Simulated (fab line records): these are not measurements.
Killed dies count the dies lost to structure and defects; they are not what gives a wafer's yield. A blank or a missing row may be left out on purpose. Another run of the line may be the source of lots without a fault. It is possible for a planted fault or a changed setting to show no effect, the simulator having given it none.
fab line records	flow nand_harc
[record] lots = 13	wafers = 39	last_day = 33
route steps=1302 shown A_CONTACT@1091 A_BLC@1114 END@1302
lots with no fault: from the same line, run without faults
start_h: start of the lot's first displayed wafer, in hours after the record's first day	wait_h: how many hours have passed since the lot's step before this one	" unchanged from the row above	L1.1+2: a row that stands for several wafers	- no value present, or no start provided	* or withheld: withheld	< > ~ a bound
route shown NAME@n: names a module that has steps shown in the file, with the first one's number in the route	usual: average and standard deviation across the fault-free wafers	same: alike in all rows	chamber/n: place in a boat	sites: readings site by site	_std_site: how widely they spread, as a standard deviation	_edge_site: mean of outer sites minus mean of inner sites	radius_mm: for every site, how far away it sits from the centre of the wafer	mask NAME#n: copy n	behind: the last tool/chamber to shape the wafer	hold: why the lot was held/for how many hours/how that ended	device: which transistor (n, p or np) failed to switch	end of line: at the end of the route, the tests of the same wafers	a step given without rows: its recipe and nothing more	killed: at the first sort, the dies lost to defects and structure; wafer yield is something else	map: a wafer's dies, marking killed ones x, the rest . and places with no die _
set.NAME: setting as actually run; set.NAME@STEP: the setting as run at that earlier step	model.NAME: the simulator's own value behind a step, which no gauge read
the route's steps for a sample of lots (tables are steps, rows are wafers)
services: the hour from which a tool's chamber was out of use, counted from the record's first day as start_h (under 0 if before that day), plus the number of hours and why
[[steps]]
[step NHARC_A_CONTACT_ETCH_139]
[recipe] source_w = withheld	pressure_mtorr = 20	bias_v = 400	time_s = 195	target_depth_a = 8400	ar_flow_sccm = withheld	c4f8_flow_sccm = 11.5	o2_flow_sccm = 7.2	chemistry = C4F8/O2/Ar
lot.wafer	tool	chamber	start_h	wait_h	rf_hours_counter_h
L690.3	har_cap_etch-02	1	528.97	0.2	-
L690.4	"	0	"	"	-
L690.5	"	1	"	"	-
L689.1	har_cap_etch-03	1	529.35	0.2	50
L689.4	"	0	"	"	-
L689.6	"	1	"	"	-
L691.3	har_cap_etch-01	0	534.98	0.3	-
L691.6	"	0	"	"	-
L691.5	"	1	"	"	-
L695.1	har_cap_etch-02	0	566.60	0.2	100
L695.5	"	0	"	"	-
L695.6	"	1	"	"	-
L694.3	har_cap_etch-01	1	579.06	0.3	-
L694.4	"	0	"	"	-
L694.5	"	1	"	"	-
L696.2	har_cap_etch-03	0	581.54	0.2	61
L696.4	"	0	"	"	-
L696.5	"	0	"	"	-
L697.4	har_cap_etch-02	0	598.48	0.2	-
L697.3	"	1	"	"	-
L697.6	"	0	"	"	-
L698.1	har_cap_etch-01	0	599.20	0.3	17
L698.4	"	1	"	"	-
L698.5	"	0	"	"	-
L705.1	har_cap_etch-02	0	664.28	0.2	121
L705.3	"	0	"	"	-
L705.5	"	1	"	"	-
L706.1	har_cap_etch-01	0	703.22	0.2	33
L706.3	"	1	"	"	-
L706.6	"	1	"	"	-
L710.1	har_cap_etch-01	0	722.83	0.3	38
L710.3	"	1	"	"	-
L710.5	"	1	"	"	-
L709.1	har_cap_etch-01	1	727.27	0.2	40
L709.4	"	1	"	"	-
L709.6	"	1	"	"	-
L712.1	har_cap_etch-02	1	750.01	0.2	136
L712.4	"	0	"	"	-
L712.5	"	1	"	"	-
[step NHARC_A_CONTACT_ALD_18]
[recipe] target_thk_a = 30	pulse_time_s = 1	ald_cycles = 150	temp_c = 450	material = TiN
[usual] heater_power_w = 1097/100	precursor_pulse_height_rel = 0.997/0.022
[same] ald_cycles = 150	pulse_time_s = 1
lot.wafer	tool	chamber	start_h	wait_h	heater_power_w	precursor_pulse_height_rel
L690.3	ald_metal-03	3	530.61	-	1182	0.988
L690.4	"	0	"	"	1008	1.003
L690.5	"	3	"	"	1199	0.974
L689.4	ald_metal-03	0	531.14	-	969	1.014
L689.1	"	1	"	"	1150	1.001
L689.6	"	3	"	"	1184	0.983
L691.3	ald_metal-01	1	536.70	-	1040	0.950
L691.6	"	3	"	"	1301	0.962
L691.5	"	0	"	"	1067	1.038
L695.1	ald_metal-02	1	574.82	-	1102	1.006
L695.6	"	1	"	"	1089	0.982
L695.5	"	2	"	"	1013	1.015
L694.3	ald_metal-01	2	581.02	-	1090	0.986
L694.4	"	3	"	"	1278	0.998
L694.5	"	3	"	"	1328	0.985
L696.4	ald_metal-02	3	583.26	-	1025	0.999
L696.2	"	0	"	"	949	0.982
L696.5	"	2	"	"	1000	0.968
L697.4	ald_metal-03	2	600.49	-	1148	0.964
L697.3	"	1	"	"	1112	0.996
L697.6	"	3	"	"	1306	1.003
L698.1	ald_metal-02	2	601.03	-	1011	1.009
L698.5	"	0	"	"	959	1.007
L698.4	"	3	"	"	1008	0.992
L705.3	ald_metal-01	2	666.00	-	1036	1.011
L705.1	"	3	"	"	1288	0.961
L705.5	"	3	"	"	1277	1.023
L706.1	ald_metal-02	3	705.01	-	998	1.001
L706.3	"	0	"	"	967	0.992
L706.6	"	1	"	"	1101	1.002
L710.3	ald_metal-03	1	724.67	-	1163	1.020
L710.1	"	2	"	"	1178	0.990
L710.5	"	1	"	"	1142	1.021
L709.4	ald_metal-02	1	728.94	-	1091	0.977
L709.1	"	2	"	"	998	1.006
L709.6	"	1	"	"	1127	0.998
L712.4	ald_metal-01	1	751.73	-	1141	1.021
L712.1	"	2	"	"	1161	0.986
L712.5	"	0	"	"	1111	0.992
[step NHARC_A_BLC_EXPOSE_07]
[recipe] na = 1.35	target_cd_nm = 100	dose_mj = 67.97	mask_id = A_BLC
lot.wafer	tool	chamber	start_h	wait_h	mask
L690.3+4+5	arfi_scanner-02	0	532.48	-	A_BLC#0
L689.1+4+6	arfi_scanner-01	0	533.22	-	A_BLC#0
L691.3+5+6	arfi_scanner-01	0	538.42	-	A_BLC#0
L695.1+5+6	arfi_scanner-02	0	576.67	-	A_BLC#0
L694.3+4+5	arfi_scanner-03	0	582.76	-	A_BLC#0
L696.2+4+5	arfi_scanner-01	0	585.06	-	A_BLC#0
L697.3+4+6	arfi_scanner-03	0	602.35	-	A_BLC#0
L698.1+4+5	arfi_scanner-02	0	602.93	-	A_BLC#0
L705.1+3+5	arfi_scanner-02	0	667.73	-	A_BLC#0
L706.1+3+6	arfi_scanner-02	0	706.71	-	A_BLC#0
L710.1+3+5	arfi_scanner-03	0	726.53	-	A_BLC#0
L709.1+4+6	arfi_scanner-01	0	730.81	-	A_BLC#0
L712.1+4+5	arfi_scanner-03	0	753.55	-	A_BLC#0
[step NHARC_A_BLC_CD_MEAS_10]
[recipe] target_cd_nm = 100	landing_energy_ev = 500
[usual] cd_nm = 100.1/0.55
lot.wafer	tool	chamber	start_h	wait_h	cd_nm
L690.3	cd_sem-02	0	532.62	-	100.1
L690.4	"	0	"	"	99.9
L690.5	"	0	"	"	99.9
L689.1	cd_sem-03	0	533.35	-	99.5
L689.4	"	0	"	"	99.5
L689.6	"	0	"	"	99.6
L691.3	cd_sem-02	0	538.56	-	99.8
L691.5	"	0	"	"	99.9
L691.6	"	0	"	"	100.0
L695.1	cd_sem-02	0	576.81	-	100.7
L695.5	"	0	"	"	100.3
L695.6	"	0	"	"	100.7
L694.3	cd_sem-03	0	582.90	-	99.5
L694.4	"	0	"	"	100.0
L694.5	"	0	"	"	99.0
L696.2	cd_sem-02	0	585.20	-	100.5
L696.4	"	0	"	"	101.0
L696.5	"	0	"	"	101.4
L697.3	cd_sem-01	0	602.48	-	100.6
L697.4	"	0	"	"	100.8
L697.6	"	0	"	"	100.4
L698.1	cd_sem-01	0	603.07	-	100.2
L698.4	"	0	"	"	100.5
L698.5	"	0	"	"	99.6
L705.1	cd_sem-02	0	667.87	-	98.4
L705.3	"	0	"	"	100.7
L705.5	"	0	"	"	99.5
L706.1	cd_sem-03	0	706.85	-	98.4
L706.3	"	0	"	"	100.2
L706.6	"	0	"	"	98.2
L710.1	cd_sem-03	0	726.67	-	100.6
L710.3	"	0	"	"	99.5
L710.5	"	0	"	"	100.5
L709.1	cd_sem-01	0	730.95	-	99.3
L709.4	"	0	"	"	100.4
L709.6	"	0	"	"	99.8
L712.1	cd_sem-02	0	753.68	-	99.6
L712.4	"	0	"	"	100.3
L712.5	"	0	"	"	99.7
[step NHARC_A_BLC_CD_MEAS_19]
[usual] cd_nm = 100.2/1.5
lot.wafer	tool	chamber	start_h	wait_h	cd_nm
L690.3	cd_sem-03	-	533.96	-	101.7
L690.4	"	-	"	"	101.6
L690.5	"	-	"	"	101.0
L689.1	cd_sem-03	-	534.51	-	102.5
L689.4	"	-	"	"	101.8
L689.6	"	-	"	"	101.0
L691.3	cd_sem-03	-	539.73	-	100.9
L691.5	"	-	"	"	98.9
L691.6	"	-	"	"	100.6
L695.1	cd_sem-01	-	578.15	-	102.4
L695.5	"	-	"	"	100.0
L695.6	"	-	"	"	101.1
L694.3	cd_sem-01	-	584.23	-	101.5
L694.4	"	-	"	"	102.7
L694.5	"	-	"	"	98.0
L696.2	cd_sem-03	-	586.54	-	101.9
L696.4	"	-	"	"	102.4
L696.5	"	-	"	"	102.7
L697.3	cd_sem-03	-	603.82	-	100.6
L697.4	"	-	"	"	100.7
L697.6	"	-	"	"	101.6
L698.1	cd_sem-01	-	604.22	-	101.7
L698.4	"	-	"	"	99.8
L698.5	"	-	"	"	102.0
L705.1	cd_sem-03	-	669.02	-	99.1
L705.3	"	-	"	"	100.0
L705.5	"	-	"	"	98.2
L706.1	cd_sem-01	-	708.01	-	97.4
L706.3	"	-	"	"	98.2
L706.6	"	-	"	"	96.1
L710.1	cd_sem-02	-	727.82	-	101.0
L710.3	"	-	"	"	101.1
L710.5	"	-	"	"	101.8
L709.1	cd_sem-01	-	732.12	-	98.8
L709.4	"	-	"	"	100.0
L709.6	"	-	"	"	100.0
L712.1	cd_sem-02	-	754.84	-	102.8
L712.4	"	-	"	"	101.5
L712.5	"	-	"	"	102.0
[step NHARC_END_SORT_01]
[recipe] temp_c = 25
[usual] killed_at_array = 54/20	killed_at_other = 0.9/1.1	killed_at_periphery = 3.8/2.4	killed_dies = 58/20	killed_open = 3.5/1.9	killed_short = 2.5/1.6
[same] gross_dies = 677
lot.wafer	tool	chamber	start_h	wait_h	killed_at_array	killed_at_other	killed_at_periphery	killed_dies	killed_open	killed_short
L689.1	prober-01	0	576.29	2.5	38	1	2	41	3	3
L689.4	prober-01	0	578.71	3.4	30	1	2	33	3	2
L689.6	prober-01	0	580.33	4.0	13	1	2	16	2	1
L695.1	prober-02	0	617.18	2.5	64	0	4	68	5	5
L695.5	prober-02	0	620.43	3.8	67	1	2	70	3	3
L695.6	prober-02	0	621.24	4.1	64	1	4	69	1	3
L694.3	prober-01	0	626.50	3.1	47	0	5	52	0	5
L694.4	prober-01	0	627.30	3.4	82	1	3	86	3	4
L694.5	prober-01	0	628.09	3.7	64	1	4	69	6	3
L696.2	prober-01	0	633.53	2.8	35	0	7	42	6	2
L696.4	prober-01	0	635.15	3.4	34	1	3	38	3	2
L696.5	prober-01	0	635.96	3.7	43	1	4	48	1	2
L698.1	prober-01	0	645.33	2.5	64	2	6	72	2	1
L698.4	prober-01	0	647.71	3.4	60	1	3	64	2	4
L698.5	prober-01	0	648.51	3.7	46	2	3	51	5	1
L697.3	prober-02	0	646.93	3.1	62	0	2	64	3	2
L697.4	prober-02	0	647.71	3.4	37	0	5	42	7	4
L697.6	prober-02	0	649.28	3.9	54	0	4	58	6	3
L705.1	prober-02	0	712.12	2.5	59	0	6	65	7	2
L705.3	prober-02	0	713.71	3.1	25	0	5	30	5	0
L705.5	prober-02	0	715.31	3.7	43	0	2	45	4	4
L706.1	prober-01	0	749.60	2.5	53	0	4	57	2	6
L706.3	prober-01	0	751.20	3.1	29	0	6	35	2	1
L706.6	prober-01	0	753.59	4.0	31	2	3	36	2	6
// killed by level:class
L689.1 A_SLIT:chamber_film_flake=26 A_CHANNEL_HOLE_D2:chamber_film_flake=3 A_STAIRCASE:chamber_film_flake=3 P_CONTACT:geometric_particle:open=1 A_CHANNEL_HOLE_D1:geometric_particle:short=1 A_DECK1_JOINT:geometric_particle:short=1 A_CHANNEL_FILL_D2:geometric_particle:short=1 A_M0:geometric_particle:open=1
L689.4 A_SLIT:chamber_film_flake=12 A_CHANNEL_HOLE_D2:chamber_film_flake=7 A_CHANNEL_HOLE_D1:chamber_film_flake=2 A_STAIRCASE:chamber_film_flake=2 A_CONTACT:chamber_film_flake=2 P_CONTACT:geometric_particle:open=1 A_ONON_D1:geometric_particle:open=1 A_CHANNEL_FILL_D2:geometric_particle:open=1
L689.6 A_SLIT:chamber_film_flake=7 A_CHANNEL_HOLE_D2:chamber_film_flake=2 A_STAIRCASE:chamber_film_flake=2 P_M0:geometric_particle:open=1 A_CHANNEL_FILL_D2:geometric_particle:open=1 STARTING-WAFER:geometric_particle:short=1 P_M2:chamber_film_flake=1 A_CHANNEL_HOLE_D1:chamber_film_flake=1
L695.1 A_SLIT:chamber_film_flake=26 A_CHANNEL_HOLE_D2:chamber_film_flake=22 A_CONTACT:chamber_film_flake=4 A_ONON_D1:geometric_particle:open=2 A_M0:geometric_particle:short=2 P_M0:chamber_film_flake=2 P_M0:geometric_particle:open=1 P_M1:geometric_particle:short=1
L695.5 A_SLIT:chamber_film_flake=26 A_CHANNEL_HOLE_D2:chamber_film_flake=26 A_CONTACT:chamber_film_flake=4 A_CHANNEL_HOLE_D1:chamber_film_flake=2 A_DECK1_JOINT:chamber_film_flake=2 P_CONTACT:geometric_particle:open=1 A_ONON_D1:geometric_particle:open=1 A_CHANNEL_HOLE_D1:geometric_particle:short=1
L695.6 A_CHANNEL_HOLE_D2:chamber_film_flake=41 A_SLIT:chamber_film_flake=12 A_CONTACT:chamber_film_flake=3 P_GATE:chamber_film_flake=2 A_DECK1_JOINT:chamber_film_flake=2 P_CONTACT:geometric_particle:short=1 A_ONON_D1:geometric_particle:short=1 A_WL_FILL:geometric_particle:short=1
L694.3 A_CHANNEL_HOLE_D2:chamber_film_flake=26 A_SLIT:chamber_film_flake=10 A_CHANNEL_FILL_D1:geometric_particle:short=4 P_BONDPAD:chamber_film_flake=3 A_CHANNEL_HOLE_D1:chamber_film_flake=3 A_CONTACT:chamber_film_flake=2 A_M0:geometric_particle:short=1 P_STI:chamber_film_flake=1
L694.4 A_CHANNEL_HOLE_D2:chamber_film_flake=39 A_SLIT:chamber_film_flake=32 A_CONTACT:chamber_film_flake=2 P_CONTACT:geometric_particle:open=1 A_CHANNEL_FILL_D1:geometric_particle:short=1 A_DECK1_JOINT:geometric_particle:short=1 A_SGD_CUT:geometric_particle:short=1 A_BLC:geometric_particle:open=1
L694.5 A_SLIT:chamber_film_flake=29 A_CHANNEL_HOLE_D2:chamber_film_flake=25 A_STAIRCASE:chamber_film_flake=3 P_M1:geometric_particle:open=2 A_CHANNEL_FILL_D1:geometric_particle:open=2 P_CONTACT:geometric_particle:short=1 P_M1:geometric_particle:short=1 A_ONON_D1:geometric_particle:open=1
L696.2 A_SLIT:chamber_film_flake=7 A_CHANNEL_HOLE_D2:chamber_film_flake=6 A_CONTACT:chamber_film_flake=5 A_CHANNEL_HOLE_D1:chamber_film_flake=4 A_SGD_CUT:chamber_film_flake=4 P_STI:chamber_film_flake=3 P_GATE:geometric_particle:open=1 P_CONTACT:geometric_particle:open=1
L696.4 A_SLIT:chamber_film_flake=9 A_CHANNEL_HOLE_D2:chamber_film_flake=9 A_CHANNEL_HOLE_D1:chamber_film_flake=4 P_STI:chamber_film_flake=3 A_SGD_CUT:chamber_film_flake=3 A_CONTACT:chamber_film_flake=2 A_ONON_D1:geometric_particle:short=1 A_DECK1_JOINT:geometric_particle:open=1
L696.5 A_SLIT:chamber_film_flake=14 A_CHANNEL_HOLE_D2:chamber_film_flake=13 A_CONTACT:chamber_film_flake=5 A_SGD_CUT:chamber_film_flake=3 P_BONDPAD:chamber_film_flake=2 A_ZERO_WELL:chamber_film_flake=2 P_GATE:geometric_particle:short=1 A_CHANNEL_FILL_D1:geometric_particle:open=1
L698.1 A_CHANNEL_HOLE_D1:chamber_film_flake=41 A_CHANNEL_HOLE_D2:chamber_film_flake=17 P_M1:chamber_film_flake=4 P_CONTACT:geometric_particle:open=2 A_DECK1_JOINT:chamber_film_flake=2 HYBRID_BOND:chamber_film_flake=2 A_WL_FILL:geometric_particle:short=1 A_CHANNEL_FILL_D2:chamber_film_flake=1
L697.3 A_SLIT:chamber_film_flake=30 A_CHANNEL_HOLE_D2:chamber_film_flake=14 A_CONTACT:chamber_film_flake=9 A_CHANNEL_HOLE_D1:chamber_film_flake=2 P_M2:geometric_particle:open=1 A_ONON_D1:geometric_particle:short=1 A_ONON_D2:geometric_particle:open=1 A_CHANNEL_HOLE_D2:geometric_particle:short=1
L698.4 A_CHANNEL_HOLE_D1:chamber_film_flake=34 A_CHANNEL_HOLE_D2:chamber_film_flake=11 A_SLIT:chamber_film_flake=4 A_WL_FILL:chamber_film_flake=3 A_CHANNEL_FILL_D2:geometric_particle:short=2 P_CONTACT:geometric_particle:open=1 P_M0:geometric_particle:short=1 A_CHANNEL_HOLE_D2:geometric_particle:short=1
L697.4 A_SLIT:chamber_film_flake=11 A_CONTACT:chamber_film_flake=7 A_CHANNEL_HOLE_D2:chamber_film_flake=6 A_CHANNEL_HOLE_D1:chamber_film_flake=3 P_M1:geometric_particle:open=2 A_ONON_D1:geometric_particle:open=2 A_CHANNEL_FILL_D1:geometric_particle:short=2 P_M1:chamber_film_flake=2
L698.5 A_CHANNEL_HOLE_D1:chamber_film_flake=21 A_CHANNEL_HOLE_D2:chamber_film_flake=15 A_WL_FILL:chamber_film_flake=2 A_ONON_D1:geometric_particle:open=1 A_CHANNEL_HOLE_D1:geometric_particle:open=1 A_CHANNEL_FILL_D1:geometric_particle:open=1 A_ONON_D2:geometric_particle:short=1 A_CONTACT:geometric_particle:open=1
L697.6 A_CHANNEL_HOLE_D2:chamber_film_flake=18 A_SLIT:chamber_film_flake=12 A_CHANNEL_HOLE_D1:chamber_film_flake=6 A_CONTACT:chamber_film_flake=5 A_CHANNEL_FILL_D1:geometric_particle:short=2 P_M1:chamber_film_flake=2 A_STAIRCASE:chamber_film_flake=2 P_GATE:geometric_particle:open=1
L705.1 A_SLIT:chamber_film_flake=32 A_CONTACT:chamber_film_flake=8 A_CHANNEL_HOLE_D1:chamber_film_flake=6 A_STAIRCASE:chamber_film_flake=3 P_M0:geometric_particle:open=2 A_CHANNEL_FILL_D1:geometric_particle:open=2 P_M2:chamber_film_flake=2 A_ZERO_WELL:chamber_film_flake=2
L705.3 A_SLIT:chamber_film_flake=9 A_STAIRCASE:chamber_film_flake=4 A_CONTACT:chamber_film_flake=4 A_CHANNEL_HOLE_D1:chamber_film_flake=3 P_CONTACT:chamber_film_flake=2 P_CONTACT:geometric_particle:open=1 P_M1:geometric_particle:open=1 A_ONON_D2:geometric_particle:open=1
L705.5 A_CHANNEL_HOLE_D1:chamber_film_flake=11 A_SLIT:chamber_film_flake=11 A_STAIRCASE:chamber_film_flake=5 A_CONTACT:chamber_film_flake=5 P_M2:chamber_film_flake=2 A_SOURCE_PLATE:geometric_particle:open=1 A_SOURCE_PLATE:geometric_particle:short=1 A_ONON_D1:geometric_particle:open=1
L706.1 A_SLIT:chamber_film_flake=26 A_CHANNEL_HOLE_D1:chamber_film_flake=12 A_STAIRCASE:chamber_film_flake=7 P_M0:geometric_particle:short=2 A_ONON_D1:geometric_particle:short=2 A_CHANNEL_FILL_D1:chamber_film_flake=2 P_CONTACT:geometric_particle:open=1 A_DECK1_JOINT:geometric_particle:short=1
L706.3 A_SLIT:chamber_film_flake=12 A_STAIRCASE:chamber_film_flake=7 A_CHANNEL_HOLE_D1:chamber_film_flake=4 P_ZERO_WELL:chamber_film_flake=2 P_M2:chamber_film_flake=2 A_CHANNEL_FILL_D1:chamber_film_flake=2 P_M2:geometric_particle:short=1 A_M0:geometric_particle:open=1
L706.6 A_SLIT:chamber_film_flake=15 A_STAIRCASE:chamber_film_flake=5 P_GATE:chamber_film_flake=2 A_CHANNEL_HOLE_D1:chamber_film_flake=2 THIN_TSV:chamber_film_flake=2 P_M1:geometric_particle:short=1 A_CHANNEL_FILL_D1:geometric_particle:short=1 A_ONON_D2:geometric_particle:open=1
[[services]]
tool	chamber	start_h	hours	kind
har_cap_etch-02	-	516.00	0.9	repair
arfi_scanner-03	-	519.21	0.8	repair
ald_metal-01	-	523.76	2.2	repair
ald_metal-01	-	526.00	10.0	pm
arfi_scanner-02	-	527.63	0.6	repair
arfi_scanner-01	-	536.55	0.7	repair
arfi_scanner-03	-	540.00	4.0	pm
ald_metal-02	0	548.67	16.3	repair
arfi_scanner-02	-	559.01	1.2	repair
ald_metal-03	-	568.00	10.0	pm
ald_metal-03	0	582.27	4.1	repair
arfi_scanner-01	-	596.00	4.0	pm
ald_metal-02	1	597.89	16.5	repair
ald_metal-02	-	610.00	10.0	pm
ald_metal-03	3	623.31	39.6	repair
ald_metal-03	2	635.34	3.9	repair
arfi_scanner-03	-	636.32	1.0	repair
arfi_scanner-03	-	650.27	1.5	repair
arfi_scanner-02	-	656.30	4.0	pm
ald_metal-01	2	675.10	4.4	repair
arfi_scanner-01	-	687.52	6.6	repair
arfi_scanner-03	-	697.78	1.4	repair
arfi_scanner-02	-	707.77	1.8	repair
ald_metal-02	1	746.78	3.8	repair
[[key]]
[first_sign] step = NHARC_A_BLC_CD_MEAS_10	reading = cd_nm	direction = down	sigmas = 3.2	usual = 100.1	struck = 98.3
effect none on later readings
met_at NHARC_A_BLC_EXPOSE_07
struck_lots L705,L706
struck_wafers L705.1,L706.1,L706.6
tester_left_out L705,L706
not_acting_at NHARC_A_CONTACT_ETCH_139,NHARC_A_CONTACT_ALD_18,NHARC_A_BLC_CD_MEAS_19
onset_between 602.93 667.73
[fault] kind = process_parameter_drift	tool = arfi_scanner-02	chamber = -	onset_h = 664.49	steps = NHARC_A_BLC_EXPOSE_07	channel = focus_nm	offset = 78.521	shape = step	end_h = 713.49	scope = struck_wafers_only
// tester_left_out: of these lots the tester's yield and bins aren't shown, on N5 and GAA mostly nor the transistor test; their killed dies are dies lost to structure and defects alone, not to doping, threshold or leakage, so they don't give the yield
